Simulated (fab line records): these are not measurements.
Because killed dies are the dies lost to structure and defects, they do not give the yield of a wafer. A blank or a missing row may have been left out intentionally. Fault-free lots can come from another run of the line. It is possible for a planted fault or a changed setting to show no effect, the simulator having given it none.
Chamber matching + flow nand-harc + rie-si-02 running NHARC_A_CHANNEL_FILL_D2_ETCHBACK_19: 4 sister chambers
The step etches the open film in HBr/Cl2, target depth 5 nm, time 1.7 s. 4 wafers are shown with their chamber, then 7 later ones without.

## WAFERS WITH THEIR CHAMBER
| wafer  | chamber | drypump-motor-current-A (A) |
|--------|---------|-----------------------------|
| L078.4 | 2       | 5.7                         |
| L081.6 | 0       | 5.5                         |
| L083.2 | 3       | 5.6                         |
| L084.5 | 1       | 5.1                         |

## WAFERS WITH NO CHAMBER GIVEN
| wafer  | drypump-motor-current-A (A) |
|--------|-----------------------------|
| L084.6 | 5.7                         |
| L089.1 | 5.8                         |
| L089.4 | 5.5                         |
| L089.5 | 5.5                         |
| L094.1 | 5.6                         |
| L094.2 | 5.5                         |
| L094.5 | 5.7                         |

## CHAMBER TAKEN BY EACH
| wafer  | from the rows above | in truth |
|--------|---------------------|----------|
| L084.6 | 2                   | 2        |
| L089.1 | 2                   | 2        |
| L089.4 | 0                   | 0        |
| L089.5 | 0                   | 0        |
| L094.1 | 3                   | 3        |
| L094.2 | 0                   | 0        |
| L094.5 | 2                   | 2        |
Correct placement for 7 of the 7. Left unplaced by these rows: 0. 0 placed wrongly.
How it was worked out, from the rows above alone: a wafer's distance from a chamber is the root of the sum, over the readings, of the square of ((its reading less the chamber's mean) divided by the reading's scatter). If the next closest chamber is less than 2 further off than the closest, the wafer can't be placed; otherwise it belongs to the closest. A chamber's mean is the mean of its shown wafers. The scatter: root of mean squared gap, hidden wafer to nearest shown wafer, with one shown wafer a chamber.
